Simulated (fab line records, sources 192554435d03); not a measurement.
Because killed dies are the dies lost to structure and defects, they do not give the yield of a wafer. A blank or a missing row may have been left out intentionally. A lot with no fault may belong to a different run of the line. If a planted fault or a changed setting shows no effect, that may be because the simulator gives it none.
The tool behind it: which one? :: flow n5_finfet :: Sampling: 24 lots, 72 wafers, 6 of 1938 route steps

== WHAT EACH GAUGE READ, for each wafer ==
N5_BEOL_M12_CD_MEAS_28: the cd target is 160.2 nm. Usual: cd_nm 160.1 nm, standard deviation 1.5.
lot: L076
measured: day 12 03:08
on: cd_sem-02
cd_nm (nm): 160.3 158.4 156.3
flag: 

lot: L074
measured: day 12 08:18
on: cd_sem-01
cd_nm (nm): 159.0 160.8 157.8
flag: 

lot: L077
measured: day 12 10:35
on: cd_sem-02
cd_nm (nm): 161.7 160.2 160.1
flag: 

lot: L075
measured: day 12 11:29
on: cd_sem-02
cd_nm (nm): 160.1 159.0 161.0
flag: 

lot: L078
measured: day 13 08:41
on: cd_sem-03
cd_nm (nm): 161.5 160.9 160.5
flag: 

lot: L080
measured: day 13 13:30
on: cd_sem-03
cd_nm (nm): 161.9 159.3 160.1
flag: 

lot: L079
measured: day 13 13:46
on: cd_sem-03
cd_nm (nm): 160.7 161.8 160.8
flag: 

lot: L081
measured: day 13 13:48
on: cd_sem-03
cd_nm (nm): 160.8 162.2 161.5
flag: 

lot: L082
measured: day 13 21:49
on: cd_sem-02
cd_nm (nm): 161.4 160.2 161.3
flag: 

lot: L083
measured: day 14 17:40
on: cd_sem-02
cd_nm (nm): 162.1 161.4 161.9
flag: 

lot: L084
measured: day 14 23:47
on: cd_sem-01
cd_nm (nm): 160.4 160.7 156.1
flag: 

lot: L087
measured: day 15 03:59
on: cd_sem-02
cd_nm (nm): 158.8 154.8 159.4
flag: 

lot: L085
measured: day 15 06:58
on: cd_sem-03
cd_nm (nm): 160.2 161.7 159.8
flag: 

lot: L086
measured: day 15 07:16
on: cd_sem-01
cd_nm (nm): 162.4 160.2 162.2
flag: 

lot: L091
measured: day 16 12:52
on: cd_sem-03
cd_nm (nm): 160.5 159.9 161.8
flag: 

lot: L089
measured: day 16 13:41
on: cd_sem-03
cd_nm (nm): 160.4 159.4 160.4
flag: 

lot: L090
measured: day 16 14:05
on: cd_sem-02
cd_nm (nm): 159.6 159.1 161.0
flag: 

lot: L088
measured: day 16 14:34
on: cd_sem-02
cd_nm (nm): 162.4 158.6 160.7
flag: 

lot: L092
measured: day 16 15:00
on: cd_sem-01
cd_nm (nm): 158.2 160.0 159.7
flag: 

lot: L094
measured: day 17 04:50
on: cd_sem-02
cd_nm (nm): 161.3 160.1 160.4
flag: 

lot: L093
measured: day 17 06:37
on: cd_sem-02
cd_nm (nm): 158.3 158.0 155.7
flag: 

lot: L095
measured: day 17 14:28
on: cd_sem-01
cd_nm (nm): 161.9 159.1 161.6
flag: 

lot: L097
measured: day 17 21:26
on: cd_sem-02
cd_nm (nm): 160.8 160.6 162.5
flag: 

lot: L096
measured: day 18 01:56
on: cd_sem-01
cd_nm (nm): 160.0 158.0 158.5
flag: 

N5_BEOL_M12_RS_MEAS_54: measurement is done with a four-point probe. Usual: M12_RS 0.0606 ohm/sq, standard deviation 0.00087.
lot: L076
measured: day 12 07:28
on: film_metro-02
M12_RS (ohm/sq): 0.0619 0.0623 0.0620
flag: 

lot: L074
measured: day 12 12:08
on: film_metro-02
M12_RS (ohm/sq): 0.0612 0.0595 0.0594
flag: 

lot: L077
measured: day 12 13:20
on: film_metro-02
M12_RS (ohm/sq): 0.0606 0.0599 0.0610
flag: 

lot: L075
measured: day 12 16:13
on: film_metro-01
M12_RS (ohm/sq): 0.0591 0.0589 0.0604
flag: 

lot: L078
measured: day 13 12:33
on: film_metro-02
M12_RS (ohm/sq): 0.0610 0.0610 0.0621
flag: 

lot: L080
measured: day 13 16:08
on: film_metro-02
M12_RS (ohm/sq): 0.0603 0.0600 0.0609
flag: 

lot: L079
measured: day 13 16:38
on: film_metro-02
M12_RS (ohm/sq): 0.0625 0.0611 0.0624
flag: 

lot: L081
measured: day 13 17:01
on: film_metro-01
M12_RS (ohm/sq): 0.0604 0.0592 0.0594
flag: 

lot: L082
measured: day 14 03:13
on: film_metro-01
M12_RS (ohm/sq): 0.0607 0.0612 0.0619
flag: 

lot: L083
measured: day 14 21:42
on: film_metro-02
M12_RS (ohm/sq): 0.0596 0.0606 0.0605
flag: 

lot: L084
measured: day 15 03:03
on: film_metro-02
M12_RS (ohm/sq): 0.0593 0.0602 0.0610
flag: 

lot: L087
measured: day 15 08:26
on: film_metro-02
M12_RS (ohm/sq): 0.0612 0.0603 0.0590
flag: 

lot: L085
measured: day 15 11:56
on: film_metro-01
M12_RS (ohm/sq): 0.0590 0.0606 0.0594
flag: 

lot: L086
measured: day 15 12:01
on: film_metro-01
M12_RS (ohm/sq): 0.0619 0.0610 0.0607
flag: 

lot: L091
measured: day 16 16:15
on: film_metro-01
M12_RS (ohm/sq): 0.0606 0.0596 0.0597
flag: 

lot: L089
measured: day 16 16:32
on: film_metro-02
M12_RS (ohm/sq): 0.0604 0.0610 0.0607
flag: 

lot: L090
measured: day 16 18:30
on: film_metro-02
M12_RS (ohm/sq): 0.0605 0.0607 0.0612
flag: 

lot: L088
measured: day 16 19:02
on: film_metro-02
M12_RS (ohm/sq): 0.0608 0.0619 0.0618
flag: 

lot: L092
measured: day 16 18:47
on: film_metro-01
M12_RS (ohm/sq): 0.0608 0.0602 0.0614
flag: 

lot: L094
measured: day 17 14:45
on: film_metro-01
M12_RS (ohm/sq): 0.0596 0.0603 0.0590
flag: 

lot: L093
measured: day 17 15:54
on: film_metro-01
M12_RS (ohm/sq): 0.0599 0.0613 0.0602
flag: 

lot: L095
measured: day 17 20:18
on: film_metro-01
M12_RS (ohm/sq): 0.0612 0.0612 0.0608
flag: 

lot: L097
measured: day 17 23:45
on: film_metro-02
M12_RS (ohm/sq): 0.0585 0.0609 0.0598
flag: 

lot: L096
measured: day 18 06:35
on: film_metro-01
M12_RS (ohm/sq): 0.0585 0.0609 0.0599
flag: 

N5_BEOL_M13_CD_MEAS_10: the cd target is 190 nm. Usual: cd_nm 189.4 nm, standard deviation 1.8.
lot: L076
measured: day 12 08:06
on: cd_sem-03
cd_nm (nm): 189.0 190.6 190.3
flag: 

lot: L074
measured: day 12 12:47
on: cd_sem-03
cd_nm (nm): 192.3 193.0 192.5
flag: 

lot: L077
measured: day 12 13:51
on: cd_sem-02
cd_nm (nm): 188.8 189.2 191.1
flag: 

lot: L075
measured: day 12 16:44
on: cd_sem-01
cd_nm (nm): 190.9 191.6 191.8
flag: 

lot: L078
measured: day 13 13:13
on: cd_sem-02
cd_nm (nm): 190.0 190.6 190.7
flag: 

lot: L080
measured: day 13 16:46
on: cd_sem-01
cd_nm (nm): 189.7 189.7 190.2
flag: 

lot: L079
measured: day 13 17:09
on: cd_sem-01
cd_nm (nm): 188.9 188.9 189.9
flag: 

lot: L081
measured: day 13 17:39
on: cd_sem-01
cd_nm (nm): 191.7 190.7 191.8
flag: 

lot: L082
measured: day 14 03:52
on: cd_sem-02
cd_nm (nm): 190.8 191.0 190.8
flag: 

lot: L083
measured: day 14 22:13
on: cd_sem-02
cd_nm (nm): 192.6 192.5 192.3
flag: 

lot: L084
measured: day 15 03:42
on: cd_sem-03
cd_nm (nm): 187.2 188.9 188.3
flag: 

lot: L087
measured: day 15 09:00
on: cd_sem-01
cd_nm (nm): 188.8 188.0 187.7
flag: 

lot: L085
measured: day 15 12:39
on: cd_sem-01
cd_nm (nm): 190.4 189.6 191.1
flag: 

lot: L086
measured: day 15 12:48
on: cd_sem-03
cd_nm (nm): 188.3 187.5 189.1
flag: 

lot: L091
measured: day 16 16:50
on: cd_sem-03
cd_nm (nm): 187.3 187.5 188.2
flag: 

lot: L089
measured: day 16 17:03
on: cd_sem-01
cd_nm (nm): 186.8 187.0 186.0
flag: 

lot: L090
measured: day 16 19:01
on: cd_sem-01
cd_nm (nm): 186.8 186.6 188.0
flag: 

lot: L088
measured: day 16 19:41
on: cd_sem-03
cd_nm (nm): 189.5 192.1 190.5
flag: 

lot: L092
measured: day 16 19:19
on: cd_sem-02
cd_nm (nm): 187.6 185.3 185.8
flag: 

lot: L094
measured: day 17 15:16
on: cd_sem-02
cd_nm (nm): 189.9 191.0 190.2
flag: 

lot: L093
measured: day 17 16:25
on: cd_sem-01
cd_nm (nm): 189.7 190.1 190.2
flag: 

lot: L095
measured: day 17 21:00
on: cd_sem-02
cd_nm (nm): 188.8 189.7 188.0
flag: 

lot: L097
measured: day 18 00:16
on: cd_sem-01
cd_nm (nm): 187.9 185.9 187.7
flag: 

lot: L096
measured: day 18 07:13
on: cd_sem-02
cd_nm (nm): 188.5 188.1 188.6
flag: 

N5_BEOL_M14_INSPECT_30: inspects for defects (macro). Usual: raw_defect_count 2.0, standard deviation 1.6.
lot: L076
measured: day 12 15:42
on: defect_inspect-01
raw_defect_count: 7 4 5
flag: 

lot: L074
measured: day 12 18:58
on: defect_inspect-01
raw_defect_count: 3 2 4
flag: 

lot: L077
measured: day 12 20:22
on: defect_inspect-01
raw_defect_count: 4 0 1
flag: 

lot: L075
measured: day 13 00:10
on: defect_inspect-01
raw_defect_count: 3 0 1
flag: 

lot: L078
measured: day 13 19:22
on: defect_inspect-01
raw_defect_count: 0 0 3
flag: 

lot: L080
measured: day 13 21:46
on: defect_inspect-01
raw_defect_count: 2 1 0
flag: 

lot: L079
measured: day 14 03:28
on: defect_inspect-01
raw_defect_count: 2 1 1
flag: 

lot: L081
measured: day 14 09:56
on: defect_inspect-02
raw_defect_count: 1 1 3
flag: 

lot: L082
measured: day 14 13:12
on: defect_inspect-01
raw_defect_count: 4 1 2
flag: 

lot: L083
measured: day 15 04:08
on: defect_inspect-02
raw_defect_count: 4 0 2
flag: 

lot: L084
measured: day 15 09:52
on: defect_inspect-01
raw_defect_count: 2 1 1
flag: 

lot: L087
measured: day 15 20:27
on: defect_inspect-02
raw_defect_count: 2 6 0
flag: 

lot: L085
measured: day 15 20:01
on: defect_inspect-01
raw_defect_count: 1 1 4
flag: 

lot: L086
measured: day 15 20:46
on: defect_inspect-02
raw_defect_count: 0 5 2
flag: 

lot: L091
measured: day 16 23:25
on: defect_inspect-01
raw_defect_count: 3 1 5
flag: 

lot: L089
measured: day 16 23:26
on: defect_inspect-02
raw_defect_count: 1 4 1
flag: 

lot: L090
measured: day 17 04:49
on: defect_inspect-01
raw_defect_count: 2 0 1
flag: 

lot: L088
measured: day 17 07:38
on: defect_inspect-02
raw_defect_count: 1 1 1
flag: 

lot: L092
measured: day 17 04:40
on: defect_inspect-02
raw_defect_count: 0 4 4
flag: 

lot: L094
measured: day 17 22:50
on: defect_inspect-01
raw_defect_count: 1 3 0
flag: 

lot: L093
measured: day 17 23:18
on: defect_inspect-01
raw_defect_count: 0 0 1
flag: 

lot: L095
measured: day 18 02:41
on: defect_inspect-02
raw_defect_count: 1 2 0
flag: 

lot: L097
measured: day 18 06:03
on: defect_inspect-01
raw_defect_count: 2 2 2
flag: 

lot: L096
measured: day 18 17:07
on: defect_inspect-01
raw_defect_count: 2 3 1
flag: 

== TOOL THAT RAN EACH LOT (tool first, then ch and the chambers of the sampled wafers, then the start) ==
lot: L076
N5_BEOL_M13_STRIP_37: plasma_asher-02 ch 0,1, day 12 09:47
N5_BEOL_M14_STRIP_64: rie_diel-06 ch 0,2, day 12 15:42 or earlier

lot: L074
N5_BEOL_M13_STRIP_37: plasma_asher-01 ch 1, day 12 14:32
N5_BEOL_M14_STRIP_64: rie_diel-03 ch 0,2,3, day 12 18:58 or earlier

lot: L077
N5_BEOL_M13_STRIP_37: plasma_asher-02 ch 0,1, day 12 15:49
N5_BEOL_M14_STRIP_64: rie_diel-03 ch 0,1,3, day 12 20:22 or earlier

lot: L075
N5_BEOL_M13_STRIP_37: plasma_asher-02 ch 0,1, day 12 18:31
N5_BEOL_M14_STRIP_64: rie_diel-04 ch 0,1, day 13 00:10 or earlier

lot: L078
N5_BEOL_M13_STRIP_37: plasma_asher-02 ch 1, day 13 14:52
N5_BEOL_M14_STRIP_64: rie_diel-03 ch 0,2, day 13 19:22 or earlier

lot: L080
N5_BEOL_M13_STRIP_37: plasma_asher-02 ch 0,1, day 13 18:33
N5_BEOL_M14_STRIP_64: rie_diel-04 ch 0,1,3, day 13 21:46 or earlier

lot: L079
N5_BEOL_M13_STRIP_37: plasma_asher-02 ch 0,1, day 13 18:55
N5_BEOL_M14_STRIP_64: rie_diel-04 ch 1,2,3, day 14 03:28 or earlier

lot: L081
N5_BEOL_M13_STRIP_37: plasma_asher-02 ch 0,1, day 13 19:28
N5_BEOL_M14_STRIP_64: rie_diel-06 ch 0,2, day 14 09:56 or earlier

lot: L082
N5_BEOL_M13_STRIP_37: plasma_asher-01 ch 0,1, day 14 05:51
N5_BEOL_M14_STRIP_64: rie_diel-06 ch 1,2,3, day 14 13:12 or earlier

lot: L083
N5_BEOL_M13_STRIP_37: plasma_asher-02 ch 0,1, day 14 23:52
N5_BEOL_M14_STRIP_64: rie_diel-06 ch 1,2,3, day 15 04:08 or earlier

lot: L084
N5_BEOL_M13_STRIP_37: plasma_asher-02 ch 0,1, day 15 05:47
N5_BEOL_M14_STRIP_64: rie_diel-03 ch 0,1, day 15 09:52 or earlier

lot: L087
N5_BEOL_M13_STRIP_37: plasma_asher-02 ch 1, day 15 10:57
N5_BEOL_M14_STRIP_64: rie_diel-03 ch 0,2, day 15 20:27 or earlier

lot: L085
N5_BEOL_M13_STRIP_37: plasma_asher-01 ch 0,1, day 15 14:19
N5_BEOL_M14_STRIP_64: rie_diel-03 ch 2,3, day 15 20:01 or earlier

lot: L086
N5_BEOL_M13_STRIP_37: plasma_asher-02 ch 0,1, day 15 14:35
N5_BEOL_M14_STRIP_64: rie_diel-04 ch 0,1,2, day 15 20:46 or earlier

lot: L091
N5_BEOL_M13_STRIP_37: plasma_asher-02 ch 0,1, day 16 18:37
N5_BEOL_M14_STRIP_64: rie_diel-03 ch 0,1,3, day 16 23:25 or earlier

lot: L089
N5_BEOL_M13_STRIP_37: plasma_asher-02 ch 0,1, day 16 18:41
N5_BEOL_M14_STRIP_64: rie_diel-06 ch 0,3, day 16 23:26 or earlier

lot: L090
N5_BEOL_M13_STRIP_37: plasma_asher-01 ch 0,1, day 16 20:48
N5_BEOL_M14_STRIP_64: rie_diel-06 ch 1,3, day 17 04:49 or earlier

lot: L088
N5_BEOL_M13_STRIP_37: plasma_asher-01 ch 0,1, day 16 21:29
N5_BEOL_M14_STRIP_64: rie_diel-03 ch 0,1,3, day 17 07:38 or earlier

lot: L092
N5_BEOL_M13_STRIP_37: plasma_asher-02 ch 1, day 16 21:20
N5_BEOL_M14_STRIP_64: rie_diel-04 ch 0,2, day 17 04:40 or earlier

lot: L094
N5_BEOL_M13_STRIP_37: plasma_asher-02 ch 0,1, day 17 17:04
N5_BEOL_M14_STRIP_64: rie_diel-04 ch 0,3, day 17 22:50 or earlier

lot: L093
N5_BEOL_M13_STRIP_37: plasma_asher-01 ch 0,1, day 17 18:24
N5_BEOL_M14_STRIP_64: rie_diel-04 ch 1,2,3, day 17 23:18 or earlier

lot: L095
N5_BEOL_M13_STRIP_37: plasma_asher-02 ch 0,1, day 17 23:00
N5_BEOL_M14_STRIP_64: rie_diel-03 ch 0,1, day 18 02:41 or earlier

lot: L097
N5_BEOL_M13_STRIP_37: plasma_asher-02 ch 0,1, day 18 02:04
N5_BEOL_M14_STRIP_64: rie_diel-06 ch 0,1,3, day 18 06:03 or earlier

lot: L096
N5_BEOL_M13_STRIP_37: plasma_asher-02 ch 0,1, day 18 09:07
N5_BEOL_M14_STRIP_64: rie_diel-03 ch 0,2, day 18 17:07 or earlier
- N5_BEOL_M13_STRIP_37: strips in N2/H2.
- N5_BEOL_M14_STRIP_64: strips in O2.

== AS READ BY THE TOOLS THEMSELVES (means over the sampled wafers that have a number; for cases with no such wafer, the mark the record gives instead) ==
N5_BEOL_M13_STRIP_37. Usual: drypump_motor_current_A 6.35 A, standard deviation 0.093; heater_power_w 328 W, standard deviation 16; oes_product_au 0.785 a.u., standard deviation 0.011.
lot: L076
tool: plasma_asher-02
drypump_motor_current_A (A): 6.31
heater_power_w (W): 323
oes_product_au (a.u.): 0.787
flag: 

lot: L074
tool: plasma_asher-01
drypump_motor_current_A (A): 6.42
heater_power_w (W): 319
oes_product_au (a.u.): 0.781
flag: 

lot: L077
tool: plasma_asher-02
drypump_motor_current_A (A): 6.31
heater_power_w (W): 330
oes_product_au (a.u.): 0.801
flag: 

lot: L075
tool: plasma_asher-02
drypump_motor_current_A (A): 6.31
heater_power_w (W): 328
oes_product_au (a.u.): 0.789
flag: 

lot: L078
tool: plasma_asher-02
drypump_motor_current_A (A): 6.41
heater_power_w (W): 349
oes_product_au (a.u.): 0.780
flag: 

lot: L080
tool: plasma_asher-02
drypump_motor_current_A (A): 6.37
heater_power_w (W): 338
oes_product_au (a.u.): 0.785
flag: 

lot: L079
tool: plasma_asher-02
drypump_motor_current_A (A): 6.30
heater_power_w (W): 326
oes_product_au (a.u.): 0.792
flag: 

lot: L081
tool: plasma_asher-02
drypump_motor_current_A (A): 6.36
heater_power_w (W): 338
oes_product_au (a.u.): 0.794
flag: 

lot: L082
tool: plasma_asher-01
drypump_motor_current_A (A): 6.39
heater_power_w (W): 312
oes_product_au (a.u.): 0.776
flag: 

lot: L083
tool: plasma_asher-02
drypump_motor_current_A (A): 6.37
heater_power_w (W): 336
oes_product_au (a.u.): 0.785
flag: 

lot: L084
tool: plasma_asher-02
drypump_motor_current_A (A): 6.31
heater_power_w (W): 328
oes_product_au (a.u.): 0.774
flag: 

lot: L087
tool: plasma_asher-02
drypump_motor_current_A (A): 6.43
heater_power_w (W): 351
oes_product_au (a.u.): 0.791
flag: 

lot: L085
tool: plasma_asher-01
drypump_motor_current_A (A): 6.43
heater_power_w (W): 311
oes_product_au (a.u.): 0.791
flag: 

lot: L086
tool: plasma_asher-02
drypump_motor_current_A (A): 6.36
heater_power_w (W): 339
oes_product_au (a.u.): 0.792
flag: 

lot: L091
tool: plasma_asher-02
drypump_motor_current_A (A): 6.35
heater_power_w (W): 339
oes_product_au (a.u.): 0.787
flag: 

lot: L089
tool: plasma_asher-02
drypump_motor_current_A (A): 6.37
heater_power_w (W): 338
oes_product_au (a.u.): 0.782
flag: 

lot: L090
tool: plasma_asher-01
drypump_motor_current_A (A): 6.43
heater_power_w (W): 312
oes_product_au (a.u.): 0.782
flag: 

lot: L088
tool: plasma_asher-01
drypump_motor_current_A (A): 6.43
heater_power_w (W): 309
oes_product_au (a.u.): 0.786
flag: 

lot: L092
tool: plasma_asher-02
drypump_motor_current_A (A): 6.41
heater_power_w (W): 340
oes_product_au (a.u.): 0.784
flag: 

lot: L094
tool: plasma_asher-02
drypump_motor_current_A (A): 6.30
heater_power_w (W): 334
oes_product_au (a.u.): 0.774
flag: 

lot: L093
tool: plasma_asher-01
drypump_motor_current_A (A): 6.41
heater_power_w (W): 315
oes_product_au (a.u.): 0.789
flag: 

lot: L095
tool: plasma_asher-02
drypump_motor_current_A (A): 6.35
heater_power_w (W): 335
oes_product_au (a.u.): 0.790
flag: 

lot: L097
tool: plasma_asher-02
drypump_motor_current_A (A): 6.29
heater_power_w (W): 326
oes_product_au (a.u.): 0.785
flag: 

lot: L096
tool: plasma_asher-02
drypump_motor_current_A (A): 6.35
heater_power_w (W): 336
oes_product_au (a.u.): 0.789
flag: 

N5_BEOL_M14_STRIP_64. Usual: drypump_motor_current_A 5.6 A, standard deviation 0.49; oes_product_au 0.79 a.u., standard deviation 0.066; rf_vpp_V 3.7 V, standard deviation 0.48; showerhead_plenum_p_Torr 2.09 Torr, standard deviation 0.077; throttle_valve_pct 16.64 %, standard deviation 0.2.
lot: L076
tool: rie_diel-06
drypump_motor_current_A (A): 5.4
oes_product_au (a.u.): 0.89
rf_vpp_V (V): 3.7
showerhead_plenum_p_Torr (Torr): 2.14
throttle_valve_pct (%): 16.57
flag: 

lot: L074
tool: rie_diel-03
drypump_motor_current_A (A): 5.5
oes_product_au (a.u.): 0.77
rf_vpp_V (V): 3.6
showerhead_plenum_p_Torr (Torr): 2.07
throttle_valve_pct (%): 16.70
flag: 

lot: L077
tool: rie_diel-03
drypump_motor_current_A (A): 5.7
oes_product_au (a.u.): 0.76
rf_vpp_V (V): 3.6
showerhead_plenum_p_Torr (Torr): 2.09
throttle_valve_pct (%): 16.52
flag: 

lot: L075
tool: rie_diel-04
drypump_motor_current_A (A): 5.5
oes_product_au (a.u.): 0.74
rf_vpp_V (V): 3.6
showerhead_plenum_p_Torr (Torr): 2.00
throttle_valve_pct (%): 16.58
flag: 

lot: L078
tool: rie_diel-03
drypump_motor_current_A (A): 5.3
oes_product_au (a.u.): 0.76
rf_vpp_V (V): 3.9
showerhead_plenum_p_Torr (Torr): 2.12
throttle_valve_pct (%): 16.79
flag: 

lot: L080
tool: rie_diel-04
drypump_motor_current_A (A): 5.5
oes_product_au (a.u.): 0.72
rf_vpp_V (V): 3.9
showerhead_plenum_p_Torr (Torr): 2.03
throttle_valve_pct (%): 16.66
flag: 

lot: L079
tool: rie_diel-04
drypump_motor_current_A (A): 6.1
oes_product_au (a.u.): 0.79
rf_vpp_V (V): 3.7
showerhead_plenum_p_Torr (Torr): 2.03
throttle_valve_pct (%): 16.59
flag: 

lot: L081
tool: rie_diel-06
drypump_motor_current_A (A): 5.3
oes_product_au (a.u.): 0.84
rf_vpp_V (V): 3.9
showerhead_plenum_p_Torr (Torr): 2.13
throttle_valve_pct (%): 16.59
flag: 

lot: L082
tool: rie_diel-06
drypump_motor_current_A (A): 5.4
oes_product_au (a.u.): 0.85
rf_vpp_V (V): 3.9
showerhead_plenum_p_Torr (Torr): 2.19
throttle_valve_pct (%): 16.66
flag: 

lot: L083
tool: rie_diel-06
drypump_motor_current_A (A): 5.4
oes_product_au (a.u.): 0.85
rf_vpp_V (V): 3.1
showerhead_plenum_p_Torr (Torr): 2.19
throttle_valve_pct (%): 16.67
flag: 

lot: L084
tool: rie_diel-03
drypump_motor_current_A (A): 5.5
oes_product_au (a.u.): 0.74
rf_vpp_V (V): 3.7
showerhead_plenum_p_Torr (Torr): 2.14
throttle_valve_pct (%): 16.63
flag: 

lot: L087
tool: rie_diel-03
drypump_motor_current_A (A): 5.5
oes_product_au (a.u.): 0.76
rf_vpp_V (V): 3.4
showerhead_plenum_p_Torr (Torr): 2.07
throttle_valve_pct (%): 16.88
flag: 

lot: L085
tool: rie_diel-03
drypump_motor_current_A (A): 5.7
oes_product_au (a.u.): 0.75
rf_vpp_V (V): 4.0
showerhead_plenum_p_Torr (Torr): 2.01
throttle_valve_pct (%): 16.67
flag: 

lot: L086
tool: rie_diel-04
drypump_motor_current_A (A): 5.8
oes_product_au (a.u.): 0.79
rf_vpp_V (V): 3.9
showerhead_plenum_p_Torr (Torr): 2.01
throttle_valve_pct (%): 16.67
flag: 

lot: L091
tool: rie_diel-03
drypump_motor_current_A (A): 5.7
oes_product_au (a.u.): 0.74
rf_vpp_V (V): 4.2
showerhead_plenum_p_Torr (Torr): 2.08
throttle_valve_pct (%): 16.58
flag: 

lot: L089
tool: rie_diel-06
drypump_motor_current_A (A): 5.2
oes_product_au (a.u.): 0.82
rf_vpp_V (V): 3.4
showerhead_plenum_p_Torr (Torr): 2.14
throttle_valve_pct (%): 16.72
flag: 

lot: L090
tool: rie_diel-06
drypump_motor_current_A (A): 5.6
oes_product_au (a.u.): 0.81
rf_vpp_V (V): 3.5
showerhead_plenum_p_Torr (Torr): 2.19
throttle_valve_pct (%): 16.68
flag: 

lot: L088
tool: rie_diel-03
drypump_motor_current_A (A): 5.7
oes_product_au (a.u.): 0.73
rf_vpp_V (V): 3.5
showerhead_plenum_p_Torr (Torr): 2.08
throttle_valve_pct (%): 16.59
flag: 

lot: L092
tool: rie_diel-04
drypump_motor_current_A (A): 6.2
oes_product_au (a.u.): 0.84
rf_vpp_V (V): 3.0
showerhead_plenum_p_Torr (Torr): 2.03
throttle_valve_pct (%): 16.73
flag: 

lot: L094
tool: rie_diel-04
drypump_motor_current_A (A): 5.5
oes_product_au (a.u.): 0.85
rf_vpp_V (V): 4.0
showerhead_plenum_p_Torr (Torr): 2.04
throttle_valve_pct (%): 16.47
flag: 

lot: L093
tool: rie_diel-04
drypump_motor_current_A (A): 6.1
oes_product_au (a.u.): 0.90
rf_vpp_V (V): 3.9
showerhead_plenum_p_Torr (Torr): 2.11
throttle_valve_pct (%): 16.32
flag: 

lot: L095
tool: rie_diel-03
drypump_motor_current_A (A): 5.5
oes_product_au (a.u.): 0.73
rf_vpp_V (V): 3.6
showerhead_plenum_p_Torr (Torr): 2.13
throttle_valve_pct (%): 16.67
flag: 

lot: L097
tool: rie_diel-06
drypump_motor_current_A (A): 5.4
oes_product_au (a.u.): 0.81
rf_vpp_V (V): 3.5
showerhead_plenum_p_Torr (Torr): 2.16
throttle_valve_pct (%): 16.72
flag: 

lot: L096
tool: rie_diel-03
drypump_motor_current_A (A): 5.3
oes_product_au (a.u.): 0.73
rf_vpp_V (V): 3.6
showerhead_plenum_p_Torr (Torr): 2.11
throttle_valve_pct (%): 16.88
flag: 

== THE ANSWER, worked out from the rows above alone ==
Rule: take the mean of a lot's wafers that have a number; if it is more than 3 standard deviations from the usual mean, the lot is off. Also off: a lot with no number at a reading for which 4 or more lots have one. All remaining lots with rows at the step are treated as sound. The gauges are gone through in route order, then the tools' own readings, and for those a lot's mean is taken as printed above. The first step at which some lot is off is used, and at that step the reading that is off furthest; a lot without a number counts as furthest.
Across all readings shown, no lot is off: no conclusion can be drawn from this.

== WHAT THE SIMULATOR HAD PUT IN ==
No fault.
